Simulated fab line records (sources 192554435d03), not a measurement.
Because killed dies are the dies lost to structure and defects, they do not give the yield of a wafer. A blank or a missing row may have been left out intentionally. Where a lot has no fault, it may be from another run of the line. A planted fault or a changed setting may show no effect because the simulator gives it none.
A struck lot beside a sound one || flow n5-finfet || 36 steps out of a route of 1938
Sound: wafers L872.2, L872.3, L872.6. Struck: wafer L866.3. (L866.6 of the same lot was not struck and is left out.) The cause comes at the end.
For every step that has rows: the tool of each side, followed by ch and its chambers, followed by its first start. Under that, the readings that differ: sound wafers || struck wafers || difference of the means || sigmas: that difference in standard deviations of wafers without a fault.
alike: readings with means less than 2 such deviations apart, plus words and numbers identical on both sides. not compared: withheld readings, readings lacking a value on some wafer, bounds such as >300 that could conceal the same value, and numbers that have no deviation in the record and whose values overlap.
Wherever a step has rows on one side only, a row that says differs or no value, or a row with sigmas, the two part there. Numbers that don't overlap but have no deviation are shown without sigmas and don't part them. Lack of a reading on every wafer of one side parts them only where that side has two or more wafers.

first, 9 steps without rows for these wafers: N5_BEOL_M4_ANNEAL_95 (time 240 s); N5_BEOL_M4_SPUTTER_96 (material Cu, target thk 4.5 nm, time 8.29 s); N5_BEOL_M4_ECD_50 (material Cu, target thk 300 nm); N5_BEOL_M4_ANNEAL_51 (time 90 s); N5_BEOL_M4_CMP_52 (polishes, stops on SiOC, t overpolish 6.8 s, target thk 40 nm); N5_BEOL_M4_PRE_CLEAN_60 (time 15 s); N5_BEOL_M4_CO_CAP_55 (material Co, precursor CCTBA/H2, target thk 2 nm, time 102.1 s); N5_BEOL_M4_PRE_CLEAN_56 (time 15 s); N5_BEOL_M4_DEP_57 (deposits SiCN from 3MS/NH3, target thk 8 nm, time 14 s).
N5_BEOL_M4_RC_MEAS_101:
  sound on prober-02 ch 0, day 12 12:48; struck on prober-02 ch 0, day 11 08:16
  alike: DIBL_N, DIBL_P, IOFF_N, IOFF_P, ION_N, ION_P, SS_N, SS_P, VT_N, VT_P
then, 24 steps without rows for these wafers: N5_BEOL_M5_ILD_DEP_00 (deposits SiCOH lowk from DEMS/porogen, target thk 140.64 nm, time 25.9 s); N5_BEOL_M5_CURE_79 (cures SiCOH lowk, time 240 s); N5_BEOL_M5_PECVD_70 (deposits SiO2 from TEOS/O2, target thk 16 nm, time 18 s); N5_BEOL_M5_HM_DEP_02 (deposits TiN, target thk 20 nm); N5_BEOL_M5_COAT_59 (time 60 s, resist thk 60 nm); N5_BEOL_M5_COAT_60 (time 60 s, resist thk 12 nm); N5_BEOL_M5_COAT_71 (time 60 s, resist thk 5 nm); N5_BEOL_M5_COAT_05 (resist thk 30 nm); N5_BEOL_M5_EBR_07; N5_BEOL_M5_SOFTBAKE_06 (time 60 s); N5_BEOL_M5_EXPOSE_08 (exposes mask M5, target cd 28 nm); N5_BEOL_M5_PEB_09 (peb time 60 s); N5_BEOL_M5_DEVELOP_10 (develop time 30 s); N5_BEOL_M5_DESCUM_16 (chemistry O2, time 7 s); N5_BEOL_M5_ETCH_72 (etches underlayer in N2/H2, target depth 6.5 nm, time 5.2 s); N5_BEOL_M5_ETCH_61 (etches SiARC in CF4, target depth 15.6 nm, time 26 s); N5_BEOL_M5_ETCH_62 (etches SOC in N2/H2, target depth 75 nm, overetch 15 nm, time 112.5 s); N5_BEOL_M5_STRIP_63 (strips in N2/H2); N5_BEOL_M5_STRIP_73 (strips in N2/H2); N5_BEOL_M5_STRIP_64 (strips in CF4); N5_BEOL_M5_HM_OPEN_17 (chemistry Cl2/BCl3, target TiN, target depth 20 nm, overetch 6 nm); N5_BEOL_M5_STRIP_19 (strips in O2); N5_BEOL_M5_COAT_65 (time 60 s, resist thk 60 nm); N5_BEOL_M5_COAT_66 (time 60 s, resist thk 12 nm).
-- the record jumps here: 5 days lie between the struck wafers' starts before and after (it left off in module BEOL_M5 and takes up again in module PASSIVATION, whose first step shown is number 1930 of the route) --
N5_PASSIVATION_ETCH_54: etches SiO2 in CHF3/O2, target depth 880 nm, time 440 s.
  sound on rie-diel-04 ch 0,1,3, day 17 08:33; struck on rie-diel-05 ch 0, day 15 22:40
{"reading": "O2_flow_sccm (sccm)", "sound": "4.999 4.992 5.019", "struck": 4.974, "difference": -0.029, "sigmas": -2}
{"reading": "oes-product-au (a.u.)", "sound": "0.79 0.92 0.91", "struck": 0.69, "difference": -0.18, "sigmas": -2}
{"reading": "model.etch.depth-nm (nm)", "sound": "877.5 891.4 883.8", "struck": 733.2, "difference": -151.0, "sigmas": ""}
{"reading": "model.PASSIVATION.feature-depth-nm (nm)", "sound": "877.6 891.4 883.8", "struck": 733.2, "difference": -151.1, "sigmas": ""}
  alike: chamber-pressure-mTorr, drypump-motor-current-A, rf-vpp-V, showerhead-plenum-p-Torr, throttle-valve-pct
  not compared: rf-hours-counter-h
N5_PASSIVATION_PROBE_49:
  struck on prober-01, day 16 01:33; sound on prober-01, day 17 11:28
{"reading": "defect-limited-yield (%)", "sound": "90.3 90.2 91.2", "struck": 18.6, "difference": -72.0, "sigmas": -48}
{"reading": "killed-at-other", "sound": "0 5 4", "struck": 878, "difference": "+875", "sigmas": "+99 or more"}
{"reading": "killed-dies", "sound": "114 116 104", "struck": 961, "difference": "+850", "sigmas": "+50"}
{"reading": "killed-on-rim", "sound": "12 20 14", "struck": 152, "difference": "+137", "sigmas": "+33"}
{"reading": "sort_bin_5_function (%)", "sound": "6.0 5.5 4.7", "struck": 78.6, "difference": "+73.2", "sigmas": "+73"}
{"reading": "sort-n-pass", "sound": "1066 1064 1076", "struck": 219, "difference": -850, "sigmas": -50}
{"reading": "sort-yield-pct (%)", "sound": "90.3 90.2 91.2", "struck": 18.6, "difference": -72.0, "sigmas": -48}
  alike: killed_at_M0_to_M3, killed_at_M4_up, killed-at-contacts, killed-at-front-end, killed-open, killed-short, sort_bin_6_memory

## WHERE THEY PART
First at N5_PASSIVATION_ETCH_54; last, within this record, at N5_PASSIVATION_PROBE_49.

WHY: whatever the simulator had introduced
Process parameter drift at N5_PASSIVATION_ETCH_54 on rie-diel-05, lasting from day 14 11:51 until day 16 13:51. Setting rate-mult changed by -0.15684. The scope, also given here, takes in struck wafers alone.
